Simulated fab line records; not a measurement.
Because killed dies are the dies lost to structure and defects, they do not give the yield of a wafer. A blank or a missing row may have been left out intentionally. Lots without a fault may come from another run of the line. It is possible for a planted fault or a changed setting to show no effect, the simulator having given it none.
8D (eight disciplines) problem report, filled in by code / flow n5-finfet / the parts of the form that need people (team, actions taken, sign-off) are left out

== 1. WHAT WENT WRONG ==
At N5_BEOL_M7_CMP_52, time-to-endpoint-s averages 120 s over 4 wafers from 2 lots, while fault-free wafers read 62 s, standard deviation 3.8. That puts it +15 standard deviations away from the usual mean.
The step: polishes, stops on SiCOH lowk, t overpolish 6.9 s, target thk 80 nm.
First seen on wafer L131.2, day 18 13:43, on cmp-04. At this step, 18 wafers from 6 lots have a number in the record. Rule for "out" (also "out of limits"): further than 4 standard deviations from the usual mean. All remaining wafers that have a number are taken as sound.

== 2. WHAT IT IS, WHAT IT ISN'T ==
question=which readings at this step | is=time-to-endpoint-s | is not=motor-current-A, retaining-ring-pressure-frac
question=which lots | is=L131, L133 | is not=L122, L135, L136, L141
question=which wafers of those lots | is=L131.2, L131.6, L133.2, L133.6 | is not=L131.5, L133.3
question=read on which tools | is=cmp-03, cmp-04 | is not=cmp-02
question=when | is=from day 18 13:43 | is not=up to then (4 sound wafers); but 10 sound wafers of L133, L135, L136, L141 came after

== 3. THE SUSPECTS, EACH WITH WHAT RULES IT OUT ==
Counting: if a tool at a process step up to the reading ran every lot that is out, it stays a suspect. Sound lots after the first of them don't rule it out here, since some wafers of a struck lot are sound.
- uv-cure-02 at N5_BEOL_M7_CURE_75 (cures SiCOH lowk, time 120 s): kept. It processed each lot that is out (first: L131, day 18 10:38); up to then, its last sound lot is L122 (day 16 12:40).
- pvd-sputter-02 at N5_BEOL_M7_PRE_CLEAN_45 (time 30 s): kept. It ran every lot that is out, first L131 (day 18 10:57).
- ecd-cu-01 at N5_BEOL_M7_ECD_50 (material Cu, target thk 300 nm): kept. It processed each lot that is out (first: L131, day 18 13:01); up to then, its last sound lot is L122 (day 16 14:15).
After the count, these remain: uv-cure-02 at N5_BEOL_M7_CURE_75, pvd-sputter-02 at N5_BEOL_M7_PRE_CLEAN_45 and ecd-cu-01 at N5_BEOL_M7_ECD_50.

== 4. THE CAUSE (what the simulator had put in) ==
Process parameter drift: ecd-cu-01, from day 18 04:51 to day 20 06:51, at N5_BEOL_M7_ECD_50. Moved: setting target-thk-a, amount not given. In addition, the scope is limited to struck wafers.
Counting leaves 3 suspects; this tool is one of them.

== 5. THE CHAIN OF EFFECTS, in route order ==
Each row: a reading where the mean over the struck wafers with a number is more than 3 standard deviations away from the usual. Scope: only readings with a usual standard deviation given in the record; hours: median across lots of the time from each lot's start at the first step in this table that gives one to its start at this step; sigmas: change in usual standard deviations.
hours=0; step=N5_BEOL_M7_CMP_52; reading=time-to-endpoint-s; usual=62 s; on struck wafers=120; change=+58; sigmas=+15
Its process steps:
- N5_BEOL_M7_CMP_52: polishes, stops on SiCOH lowk, t overpolish 6.9 s, target thk 80 nm.
Later measuring or inspecting steps at which every struck wafer that the step has a row for has a number for every such reading, and none has moved that far: N5_BEOL_M7_THK_MEAS_53.

== 6. HOW IT WOULD HAVE BEEN CAUGHT EARLIER ==
In this record no reading fell out of limits until day 18 13:43, 9 hours after the fault had begun at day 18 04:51.
Lots out: 2; of these, L133 started N5_BEOL_M7_ECD_50 on ecd-cu-01 after day 18 13:43. A hold on the tool at that time would have spared it.
